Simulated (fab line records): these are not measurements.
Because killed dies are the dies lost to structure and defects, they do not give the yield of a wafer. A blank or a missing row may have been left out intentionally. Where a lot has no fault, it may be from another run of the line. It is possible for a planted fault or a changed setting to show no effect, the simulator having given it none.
fab line records	flow n5Finfet
record lots=7	wafers=21
route steps=1938 shown BEOL_M7@1299 BEOL_M9@1440 BEOL_M11@1575 BEOL_M14@1716
startH: start of the lot's first displayed wafer, in hours after the record's first day	waitH: time in hours since the lot's previous step	" same as the row above	L1.1+2: one row covering several wafers at once	- no value, or no start given	* or withheld: withheld	< > ~ a bound
route shown NAME@n: names a module that has steps shown in the file, with the first one's number in the route	usual: mean/standard deviation taken from wafers without a fault	same: alike in all rows	chamber/n: place in a boat	sites: the reading at each site	_std_site: the standard deviation of these	_edge_site: inner sites' mean taken away from outer sites' mean	radiusMm: how far each site lies from the wafer's centre	mask NAME#n: copy n	behind: the tool/chamber that last shaped the wafer	hold: reason for holding the lot/hours on hold/outcome of the hold	device: the transistor (n, p or np) that didn't switch	end of line: at the end of the route, the tests of the same wafers	step lacking rows: just its recipe	killed: the dies lost at the first sort to structure and to defects; this is not the yield of the wafer	map: per-die view of a wafer (x killed, . not killed, _ where there is no die)
set.NAME: the setting the step ran with; set.NAME@STEP: the setting that earlier step ran with	model.NAME: the simulator's own value behind a step, which no gauge read
lots run with intentionally changed settings; tables by step, rows by wafer
## steps
# step N5_BEOL_M7_DESCUM_33
# recipe chemistry=O2	timeS=7	sourcePowerW=50	biasPowerW=20	pressureMtorr=20	rfFrequencyHz=2.712e+07	tempC=40	resist=CAR-EUV	o2FlowSccm=225
lot.wafer	tool	chamber	startH	waitH	set.timeS	model.CAR-EUV_of_BEOL_M7_COAT_22.thkNm
L076.1+2+6	rieDiel-04	2,3,2	199.63	0.0	7	26
L078.1	rieDiel-04	2	222.90	0.3	7	26
L078.4	"	3	"	"	5.948	26.6
L078.5	"	3	"	"	5.948	26.8
L081.3+4	rieDiel-04	1,2	239.68	0.2	7	26
L081.6	"	0	"	"	7.43	26
L084.1	rieDiel-04	0	255.91	0.0	5.649	26.6
L084.4+6	"	1,3	"	"	7	26
L085.2	rieDiel-04	2	259.34	0.3	7.502	25.8
L085.5	"	3	"	"	7	26.2
L085.6	"	0	"	"	7.502	26
L088.1+5+6	rieDiel-03	2,2,3	275.50	0.2	5.438	26.8
L090.1	rieDiel-06	1	283.13	0.0	8.455	25.2
L090.2	"	0	"	"	8.455	25.4
L090.5	"	0	"	"	7	26.2
# step N5_BEOL_M7_ETCH_72
# recipe chemistry=N2/H2	target=underlayer	targetDepthA=65	maskMaterial=CAR-EUV	timeS=5.2	ionEnergyEv=200	pressureMtorr=30	sourceW=840	biasW=150	n2FlowSccm=200	h2FlowSccm=200	ends=cleared
lot.wafer	tool	chamber	startH	waitH	set.timeS@BEOL_M7_DESCUM_33	model.CAR-EUV_of_BEOL_M7_COAT_22.thkNm
L076.1+6	rieDiel-04	2	199.66	0.0	7	20.2
L076.2	"	3	"	"	7	20.4
L078.1	rieDiel-04	2	222.93	0.0	7	20.2
L078.4+5	"	3	"	"	5.948	21
L081.3	rieDiel-04	1	239.72	0.0	7	20.4
L081.4	"	2	"	"	7	20.2
L081.6	"	0	"	"	7.43	20.2
L084.1	rieDiel-04	0	255.95	0.0	5.649	20.8
L084.4+6	"	1,3	"	"	7	20.4
L085.2	rieDiel-04	2	259.38	0.0	7.502	20
L085.5	"	3	"	"	7	20.4
L085.6	"	0	"	"	7.502	20.2
L088.1	rieDiel-03	2	275.54	0.0	5.438	21.2
L088.5+6	"	2,3	"	"	5.438	21
L090.1	rieDiel-06	1	283.16	0.0	8.455	19.6
L090.2	"	0	"	"	8.455	19.8
L090.5	"	0	"	"	7	20.6
# step N5_BEOL_M7_ETCH_65
# recipe chemistry=CF4	target=SiARC	targetDepthA=156	maskMaterial=CAR-EUV	timeS=26	ionEnergyEv=80	pressureMtorr=40	sourceW=545	biasW=36	Ar_flow_sccm=100	cf4FlowSccm=100	ends=cleared
# step N5_BEOL_M7_ETCH_66
# recipe chemistry=N2/H2	target=SOC	targetDepthA=800	overetchA=160	maskMaterial=SiARC	tempC=40	timeS=120	ionEnergyEv=200	pressureMtorr=30	sourceW=840	biasW=150	n2FlowSccm=200	h2FlowSccm=200
lot.wafer	tool	chamber	startH	waitH	set.spinRpm@BEOL_M7_COAT_63	model.etch.depthNm
L076.1	rieDiel-04	2	199.71	0.0	1500	59.93
L076.2	"	3	"	"	1500	60.04
L076.6	"	2	"	"	1500	59.89
L078.1	rieDiel-04	2	222.97	0.0	1500	60.2
L078.4	"	3	"	"	1559	59.05
L078.5	"	3	"	"	1500	60.22
L081.3	rieDiel-04	1	239.76	0.0	1500	59.74
L081.4	"	2	"	"	1379	62.2
L081.6	"	0	"	"	1500	59.84
L084.1	rieDiel-04	0	255.99	0.0	1500	59.9
L084.4	"	1	"	"	1500	59.79
L084.6	"	3	"	"	1566	58.59
L085.2	rieDiel-04	2	259.42	0.0	1500	59.49
L085.5	"	3	"	"	1500	59.73
L085.6	"	0	"	"	1500	59.72
L088.1	rieDiel-03	2	275.58	0.0	1500	60.19
L088.5	"	2	"	"	1639	57.39
L088.6	"	3	"	"	1500	60.17
L090.1	rieDiel-06	1	283.21	0.0	1553	58.83
L090.2	"	0	"	"	1553	58.89
L090.5	"	0	"	"	1553	58.79
# step N5_BEOL_M7_STRIP_69
# recipe chemistry=N2/H2	tempC=40	n2FlowSccm=200	h2FlowSccm=200	rfFrequencyHz=6e+07
# step N5_BEOL_M7_STRIP_73
# recipe chemistry=N2/H2	tempC=40	n2FlowSccm=200	h2FlowSccm=200	rfFrequencyHz=6e+07
# step N5_BEOL_M7_VIA_ETCH_34
# recipe chemistry=C4F6/O2	target=SiCOH_lowk	targetDepthA=1255	maskMaterial=SOC	taperDeg=4	timeS=50.5	ionEnergyEv=250	pressureMtorr=30	sourceW=345	biasW=185	Ar_flow_sccm=300	C4F6_flow_sccm=10	O2_flow_sccm=10
lot.wafer	tool	chamber	startH	waitH	set.spinRpm@BEOL_M7_COAT_63	model.SOC_of_BEOL_M7_COAT_63.thkNm
L076.1+6	rieDiel-04	2	199.81	0.0	1500	53.8
L076.2	"	3	"	"	1500	54
L078.1+5	rieDiel-04	2,3	223.08	0.0	1500	54
L078.4	"	3	"	"	1559	53
L081.3+6	rieDiel-04	1,0	239.86	0.0	1500	53.6
L081.4	"	2	"	"	1379	56.2
L084.1+4	rieDiel-04	0,1	256.09	0.0	1500	53.6
L084.6	"	3	"	"	1566	52.6
L085.2+6	rieDiel-04	2,0	259.52	0.0	1500	53.4
L085.5	"	3	"	"	1500	53.8
L088.1+6	rieDiel-03	2,3	275.68	0.0	1500	54
L088.5	"	2	"	"	1639	51
L090.1	rieDiel-06	1	283.31	0.0	1553	53
L090.2+5	"	0	"	"	1553	52.6
# step N5_BEOL_M9_ETCH_66
# recipe chemistry=N2/H2	target=SOC	targetDepthA=800	overetchA=160	maskMaterial=SiARC	tempC=40	timeS=120	ionEnergyEv=200	pressureMtorr=30	sourceW=840	biasW=150	n2FlowSccm=200	h2FlowSccm=200
# usual rfVppV=525.7/2.1
lot.wafer	tool	chamber	startH	waitH	set.biasW	rfVppV	model.SiARC_of_BEOL_M9_COAT_64.thkNm
L076.1	rieDiel-04	1	216.11	0.0	150	527.2	6.4
L076.2	"	3	"	"	150	525.0	6.4
L076.6	"	2	"	"	150	528.7	6.4
L078.1	rieDiel-06	0	239.23	0.0	156.8	539.0	6
L078.4	"	1	"	"	150	525.8	6.6
L078.5	"	3	"	"	156.8	538.4	6
L081.3	rieDiel-03	3	256.68	0.0	150	527.2	6.4
L081.4	"	3	"	"	150	528.2	6.4
L081.6	"	0	"	"	150	527.4	6.4
L084.1	rieDiel-06	0	274.74	0.0	150	524.8	6.2
L084.4	"	2	"	"	150	522.8	6.2
L084.6	"	2	"	"	169.7	565.0	5.2
L085.2	rieDiel-04	0	275.40	0.0	150	524.5	6.2
L085.5	"	0	"	"	150	525.5	6.2
L085.6	"	3	"	"	150	525.5	6.2
L088.1	rieDiel-04	3	295.28	0.0	150	525.0	6.4
L088.5	"	0	"	"	132.6	486.7	7.2
L088.6	"	1	"	"	132.6	485.2	7.2
L090.1	rieDiel-03	3	301.65	0.1	150	528.7	6.4
L090.2	"	3	"	"	150	528.5	6.4
L090.5	"	3	"	"	150	527.7	6.4
# step N5_BEOL_M9_TRENCH_ETCH_37
# recipe chemistry=C4F6/O2	targetDepthA=1514.3	target=SiCOH_lowk	timeS=49	ionEnergyEv=250	pressureMtorr=30	sourceW=345	biasW=185	Ar_flow_sccm=300	C4F6_flow_sccm=10	O2_flow_sccm=10
lot.wafer	tool	chamber	startH	waitH	set.timeS	model.BEOL_M9.featureDepthNm	model.etch.depthNm	model.TiN_of_BEOL_M9_HM_DEP_02.thkNm
L076.1	rieDiel-04	1	-	-	49	155.2	155.3	15.2
L076.2	"	3	"	"	49	153.2	153.2	15.6
L076.6	"	2	"	"	49	155.2	155.1	15.2
L078.1	rieDiel-06	0	-	-	49	153.2	153.3	15.6
L078.4	"	1	"	"	49	148.2	148.2	15.8
L078.5	"	3	"	"	49	151.4	151.5	15.8
L081.3	rieDiel-03	3	-	-	40.22	126.8	126.8	16
L081.4	"	3	"	"	49	154	154	15.4
L081.6	"	0	"	"	40.22	126	126	16.2
L084.1	rieDiel-06	0	-	-	43.73	136.4	136.5	16.4
L084.4	"	2	"	"	49	153.6	153.6	16
L084.6	"	2	"	"	49	153.4	153.3	15.8
L085.2	rieDiel-04	0	-	-	49	155.6	155.7	15.2
L085.5	"	0	"	"	44.23	139	139.1	15.6
L085.6	"	3	"	"	44.23	138.2	138.2	16
L088.1	rieDiel-04	3	-	-	49	152.4	152.4	16
L088.5	"	0	"	"	38.67	121.2	121.2	16.8
L088.6	"	1	"	"	38.67	122.4	122.4	16.6
L090.1	rieDiel-03	3	-	-	49	153.6	153.6	15.4
L090.2	"	3	"	"	38.13	118.8	118.7	16
L090.5	"	3	"	"	38.13	119.2	119.3	16
# step N5_BEOL_M9_ETCH_41
# recipe chemistry=CH3F/O2	target=SiCN	targetDepthA=366	taperDeg=2	timeS=70.1	ionEnergyEv=120	maskMaterial=TiN	pressureMtorr=30	sourceW=395	biasW=75	Ar_flow_sccm=150	CH3F_flow_sccm=30	O2_flow_sccm=20
# step N5_BEOL_M9_STRIP_80
# recipe chemistry=N2/H2	timeS=10	powerW=450	tempC=40	pressureMtorr=20	rfFrequencyHz=6e+07	biasPowerW=7	n2FlowSccm=200	h2FlowSccm=200
# step N5_BEOL_M9_OCD_MEAS_38
# usual trenchDepthNm=152.7/2.5
lot.wafer	tool	chamber	startH	waitH	set.timeS@BEOL_M9_TRENCH_ETCH_37	trenchDepthNm
L076.1	ocd-01	-	216.49	-	49	155.1
L076.2	"	-	"	"	49	153.4
L076.6	"	-	"	"	49	155.2
L078.1	ocd-01	-	239.61	-	49	153.1
L078.4	"	-	"	"	49	148.3
L078.5	"	-	"	"	49	151.4
L081.3	ocd-02	-	257.06	-	40.22	127.1
L081.4	"	-	"	"	49	153.9
L081.6	"	-	"	"	40.22	126.4
L084.1	ocd-02	-	275.12	-	43.73	137.0
L084.4	"	-	"	"	49	153.5
L084.6	"	-	"	"	49	153.5
L085.2	ocd-01	-	275.78	-	49	155.5
L085.5	"	-	"	"	44.23	138.9
L085.6	"	-	"	"	44.23	138.2
L088.1	ocd-01	-	295.66	-	49	153.0
L088.5	"	-	"	"	38.67	120.7
L088.6	"	-	"	"	38.67	122.7
L090.1	ocd-01	-	302.72	-	49	154.1
L090.2	"	-	"	"	38.13	118.7
L090.5	"	-	"	"	38.13	119.5
# step N5_BEOL_M9_HM_STRIP_39
# recipe chemistry=peroxideTinStrip	material=TiN	targetDepthA=250	tempC=50	timeS=158
# step N5_BEOL_M9_SRD_40
# recipe timeS=30	tempC=23	rinseLiquid=diw	dry=ipaMarangoni
# step N5_BEOL_M9_ECD_50
# recipe material=Cu	targetThkA=3180
# step N5_BEOL_M9_ANNEAL_51
# recipe tempC=225	timeS=90	ambient=N2
# step N5_BEOL_M9_CMP_52
# recipe stopOn=SiCOH_lowk	tOverpolishS=7	downForcePsi=1	platenRpm=50	clearingPlatenDownForcePsi=1.5	clearingPlatenRpm=50	postCmpClean=cuAlkaline	targetThkNm=140	clearingPlatenPadVelocityMS=0.99484	padVelocityMS=0.99484
lot.wafer	tool	chamber	startH	waitH	set.timeS@BEOL_M9_TRENCH_ETCH_37	model.Cu_of_BEOL_M9_ECD_50.thkNm
L076.1	cmp-02	1	218.95	0.3	49	144
L076.2	"	2	"	"	49	142.2
L076.6	"	1	"	"	49	143.6
L078.1	cmp-03	0	242.31	0.3	49	143
L078.4	"	2	"	"	49	135.8
L078.5	"	3	"	"	49	139.2
L081.4	cmp-01	0	260.57	0.2	49	142.4
L081.3	"	2	"	"	40.22	116
L081.6	"	3	"	"	40.22	113.8
L084.1	cmp-01	0	277.34	0.5	43.73	124.8
L084.4	"	2	"	"	49	142.6
L084.6	"	1	"	"	49	143.4
L085.2	cmp-01	2	278.71	0.2	49	145.4
L085.5	"	2	"	"	44.23	128.4
L085.6	"	3	"	"	44.23	127.6
L088.1	cmp-02	0	299.14	0.3	49	141.2
L088.5	"	3	"	"	38.67	107.8
L088.6	"	0	"	"	38.67	110.4
L090.2	cmp-02	2	306.29	0.4	38.13	106.8
L090.1	"	1	"	"	49	141.2
L090.5	"	3	"	"	38.13	106.2
# step N5_BEOL_M9_THK_MEAS_53
# recipe thkMeasGauge=xrf	reads=Cu_of_BEOL_M9_ECD_50
# usual M9_THK=143.3/2.8
lot.wafer	tool	chamber	startH	waitH	set.timeS@BEOL_M9_TRENCH_ETCH_37	M9_THK[nm]
L076.1	filmMetro-01	-	219.21	-	49	145.8
L076.2	"	-	"	"	49	143.4
L076.6	"	-	"	"	49	145.2
L078.1	filmMetro-01	-	242.56	-	49	146.2
L078.4	"	-	"	"	49	138.6
L078.5	"	-	"	"	49	143.0
L081.3	filmMetro-01	-	260.83	-	40.22	118.7
L081.4	"	-	"	"	49	145.5
L081.6	"	-	"	"	40.22	116.1
L084.1	filmMetro-01	-	277.64	-	43.73	125.8
L084.4	"	-	"	"	49	144.4
L084.6	"	-	"	"	49	145.4
L085.2	filmMetro-01	-	279.00	-	49	147.7
L085.5	"	-	"	"	44.23	130.2
L085.6	"	-	"	"	44.23	128.6
L088.1	filmMetro-02	-	299.40	-	49	143.1
L088.5	"	-	"	"	38.67	109.5
L088.6	"	-	"	"	38.67	112.4
L090.1	filmMetro-02	-	306.58	-	49	143.0
L090.2	"	-	"	"	38.13	107.9
L090.5	"	-	"	"	38.13	107.3
# step N5_BEOL_M9_PRE_CLEAN_55
# recipe gas=NH3	timeS=15	tempC=withheld	rfPowerW=300
# step N5_BEOL_M9_DEP_56
# recipe material=SiCN	targetThkA=150	tempC=withheld	precursor=3MS/NH3	pressureTorr=3	rfW=202	timeS=26.5
# step N5_BEOL_M9_RS_MEAS_57
# recipe thkMeasGauge=four-point-probe	reads=Cu_of_BEOL_M9_ECD_50+Co_of_BEOL_M9_CVD_78+TaN_of_BEOL_M9_ALD_74
# usual M9_RS=0.149/0.0032
lot.wafer	tool	chamber	startH	waitH	set.timeS@BEOL_M9_TRENCH_ETCH_37	M9_RS[ohm/sq]
L076.1	filmMetro-01	-	219.34	0.1	49	0.146
L076.2	"	-	"	"	49	0.148
L076.6	"	-	"	"	49	0.147
L078.1	filmMetro-01	-	242.70	0.1	49	0.148
L078.4	"	-	"	"	49	0.156
L078.5	"	-	"	"	49	0.152
L081.3	filmMetro-02	-	260.97	0.1	40.22	0.186
L081.4	"	-	"	"	49	0.148
L081.6	"	-	"	"	40.22	0.190
L084.1	filmMetro-01	-	277.77	0.1	43.73	0.172
L084.4	"	-	"	"	49	0.148
L084.6	"	-	"	"	49	0.147
L085.2	filmMetro-01	-	279.14	0.1	49	0.145
L085.5	"	-	"	"	44.23	0.166
L085.6	"	-	"	"	44.23	0.167
L088.1	filmMetro-01	-	299.53	0.1	49	0.149
L088.5	"	-	"	"	38.67	0.202
L088.6	"	-	"	"	38.67	0.197
L090.1	filmMetro-01	-	306.72	0.1	49	0.149
L090.2	"	-	"	"	38.13	0.205
L090.5	"	-	"	"	38.13	0.206
# step N5_BEOL_M11_VIA_ETCH_34
# recipe chemistry=C4F6/O2	target=SiCOH_lowk	targetDepthA=1845	maskMaterial=SOC	taperDeg=4	timeS=69.2	ionEnergyEv=250	pressureMtorr=30	sourceW=345	biasW=185	Ar_flow_sccm=300	C4F6_flow_sccm=10	O2_flow_sccm=10
lot.wafer	tool	chamber	startH	waitH	set.timeS	model.etch.depthNm	model.SOC_of_BEOL_M11_COAT_63.thkNm
L076.1	rieDiel-06	0	231.62	0.0	69.2	183.7	92.2
L076.2	"	2	"	"	69.2	187.3	92
L076.6	"	3	"	"	69.2	183	92.4
L078.1	rieDiel-06	3	256.97	0.0	79.2	212.7	90.6
L078.4	"	0	"	"	79.2	213.4	90.2
L078.5	"	2	"	"	69.2	189.1	91.4
L081.3	rieDiel-06	0	275.56	0.0	69.2	184	92
L081.4	"	2	"	"	69.2	185.8	91.6
L081.6	"	2	"	"	62.4	167.5	92.6
L085.2	rieDiel-06	2	293.08	0.0	79.46	214.4	90.2
L085.5	"	2	"	"	69.2	187.6	91.6
L085.6	"	3	"	"	79.46	214.9	90.6
L084.1	rieDiel-04	3	293.12	0.0	76.97	207.2	91
L084.4	"	1	"	"	76.97	208.9	91.2
L084.6	"	0	"	"	69.2	186	91.6
L088.1	rieDiel-06	1	316.63	0.0	69.2	178	92.2
L088.5	"	1	"	"	69.2	179.5	92
L088.6	"	0	"	"	57.37	153	93.2
L090.1	rieDiel-03	0	323.47	0.0	83.44	223.3	90.6
L090.2	"	3	"	"	83.44	225.1	90.2
L090.5	"	2	"	"	69.2	190.3	91.8
# step N5_BEOL_M11_ETCH_41
# recipe chemistry=CH3F/O2	target=SiCN	targetDepthA=426	taperDeg=2	timeS=86	ionEnergyEv=120	maskMaterial=TiN	pressureMtorr=30	sourceW=395	biasW=75	Ar_flow_sccm=150	CH3F_flow_sccm=30	O2_flow_sccm=20
lot.wafer	tool	chamber	startH	waitH	set.timeS	model.etch.depthNm
L076.1	rieDiel-06	0	-	-	86	32.79
L076.2	"	2	"	"	86	32.81
L076.6	"	3	"	"	86	32.23
L078.1	rieDiel-06	3	-	-	86	32.77
L078.4	"	0	"	"	86	32.61
L078.5	"	2	"	"	86	33.28
L081.3	rieDiel-06	0	-	-	86	33.01
L081.4	"	2	"	"	68.2	26.25
L081.6	"	2	"	"	68.2	26.5
L085.2	rieDiel-06	2	-	-	80.42	30.86
L085.5	"	2	"	"	86	32.99
L085.6	"	3	"	"	86	32.74
L084.1	rieDiel-04	3	-	-	86	32.76
L084.4	"	1	"	"	86	32.99
L084.6	"	0	"	"	97.65	37.12
L088.1	rieDiel-06	1	-	-	86	31.41
L088.5	"	1	"	"	86	31.43
L088.6	"	0	"	"	86	32.57
L090.1	rieDiel-03	0	-	-	86	33.19
L090.2	"	3	"	"	102.6	39.53
L090.5	"	2	"	"	86	34.19
# step N5_BEOL_M14_ILD_DEP_00
# recipe material=SiO2	targetThkA=11193	tempC=400	precursor=TEOS/O2	pressureTorr=6.5	rfW=900	teosFlowSccm=161.4	gas=O2	flowSccm=2650	timeS=237.4
lot.wafer	tool	chamber	startH	waitH	set.timeS	model.SiO2_of_BEOL_M14_ILD_DEP_00.thkNm
L076.1	pecvd-03	1	250.44	0.0	237.4	1109
L076.2	"	0	"	"	237.4	1116
L076.6	"	0	"	"	237.4	1126
L078.1	pecvd-03	1	275.13	0.0	270.9	1262
L078.4	"	0	"	"	270.9	1288
L078.5	"	2	"	"	237.4	1114
L081.3	pecvd-03	2	290.43	0.0	237.4	1098
L081.4	"	1	"	"	209.6	1010
L081.6	"	2	"	"	209.6	992.4
L085.2	pecvd-03	0	306.61	0.0	237.4	1129
L085.5	"	0	"	"	237.4	1148
L085.6	"	1	"	"	237.4	1124
L084.1	pecvd-03	0	306.88	0.0	237.4	1121
L084.4	"	2	"	"	237.4	1118
L084.6	"	0	"	"	237.4	1145
L088.1	pecvd-03	1	335.75	0.0	247.2	1153
L088.5	"	1	"	"	237.4	1128
L088.6	"	0	"	"	247.2	1188
L090.1	pecvd-01	0	339.75	0.0	237.4	1100
L090.2	"	2	"	"	237.4	1105
L090.5	"	2	"	"	259.6	1233
# step N5_BEOL_M14_THK_MEAS_01
# recipe reads=SiO2_of_BEOL_M14_ILD_DEP_00
# usual M14_ILD_THK=1120/17
lot.wafer	tool	chamber	startH	waitH	set.timeS@BEOL_M14_ILD_DEP_00	M14_ILD_THK[nm]
L076.1	filmMetro-02	-	250.63	0.1	237.4	1109
L076.2	"	-	"	"	237.4	1118
L076.6	"	-	"	"	237.4	1127
L078.1	filmMetro-02	-	275.32	0.1	270.9	1262
L078.4	"	-	"	"	270.9	1288
L078.5	"	-	"	"	237.4	1114
L081.3	filmMetro-02	-	290.62	0.1	237.4	1098
L081.4	"	-	"	"	209.6	1011
L081.6	"	-	"	"	209.6	992
L085.2	filmMetro-02	-	306.80	0.1	237.4	1129
L085.5	"	-	"	"	237.4	1148
L085.6	"	-	"	"	237.4	1125
L084.1	filmMetro-02	-	307.07	0.1	237.4	1121
L084.4	"	-	"	"	237.4	1119
L084.6	"	-	"	"	237.4	1146
L088.1	filmMetro-02	-	336.02	0.2	247.2	1154
L088.5	"	-	"	"	237.4	1128
L088.6	"	-	"	"	247.2	1188
L090.1	filmMetro-02	-	339.93	0.1	237.4	1101
L090.2	"	-	"	"	237.4	1106
L090.5	"	-	"	"	259.6	1233
## key
split step=N5_BEOL_M7_DESCUM_33	setting=timeS	stated=7	by=wafer
response step=N5_BEOL_M7_DESCUM_33	reading=model.CAR-EUV_of_BEOL_M7_COAT_22.thkNm	change=-0.0384	per=1%	r=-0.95
response step=N5_BEOL_M7_ETCH_72	reading=model.CAR-EUV_of_BEOL_M7_COAT_22.thkNm	change=-0.0368	per=1%	r=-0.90
split step=N5_BEOL_M9_ETCH_66	setting=biasW	stated=150	by=wafer
response step=N5_BEOL_M9_ETCH_66	reading=rfVppV	change=+3.21	per=1%	r=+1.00
response step=N5_BEOL_M9_ETCH_66	reading=model.SiARC_of_BEOL_M9_COAT_64.thkNm	change=-0.0767	per=1%	r=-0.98
split step=N5_BEOL_M9_TRENCH_ETCH_37	setting=timeS	stated=49	by=wafer
response step=N5_BEOL_M9_TRENCH_ETCH_37	reading=model.BEOL_M9.featureDepthNm	change=+1.54	per=1%	r=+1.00
response step=N5_BEOL_M9_TRENCH_ETCH_37	reading=model.etch.depthNm	change=+1.54	per=1%	r=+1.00
response step=N5_BEOL_M9_TRENCH_ETCH_37	reading=model.TiN_of_BEOL_M9_HM_DEP_02.thkNm	change=-0.0353	per=1%	r=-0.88
response step=N5_BEOL_M9_OCD_MEAS_38	reading=trenchDepthNm	change=+1.54	per=1%	r=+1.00
response step=N5_BEOL_M9_CMP_52	reading=model.Cu_of_BEOL_M9_ECD_50.thkNm	change=+1.57	per=1%	r=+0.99
response step=N5_BEOL_M9_THK_MEAS_53	reading=M9_THK	change=+1.6	per=1%	r=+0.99
response step=N5_BEOL_M9_RS_MEAS_57	reading=M9_RS	change=-0.00236	per=1%	r=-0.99
split step=N5_BEOL_M11_VIA_ETCH_34	setting=timeS	stated=69.2	by=wafer
response step=N5_BEOL_M11_VIA_ETCH_34	reading=model.etch.depthNm	change=+1.68	per=1%	r=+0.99
response step=N5_BEOL_M11_VIA_ETCH_34	reading=model.SOC_of_BEOL_M11_COAT_63.thkNm	change=-0.0683	per=1%	r=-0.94
split step=N5_BEOL_M11_ETCH_41	setting=timeS	stated=86	by=wafer
response step=N5_BEOL_M11_ETCH_41	reading=model.etch.depthNm	change=+0.312	per=1%	r=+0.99
split step=N5_BEOL_M14_ILD_DEP_00	setting=timeS	stated=237.4	by=wafer
response step=N5_BEOL_M14_ILD_DEP_00	reading=model.SiO2_of_BEOL_M14_ILD_DEP_00.thkNm	change=+10.9	per=1%	r=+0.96
response step=N5_BEOL_M14_THK_MEAS_01	reading=M14_ILD_THK	change=+10.9	per=1%	r=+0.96
split outsideThisFile step=N5_BEOL_M7_COAT_63 setting=spinRpm
# split outsideThisFile: this setting was split too, and the file shows its column; the key of that split is in another file
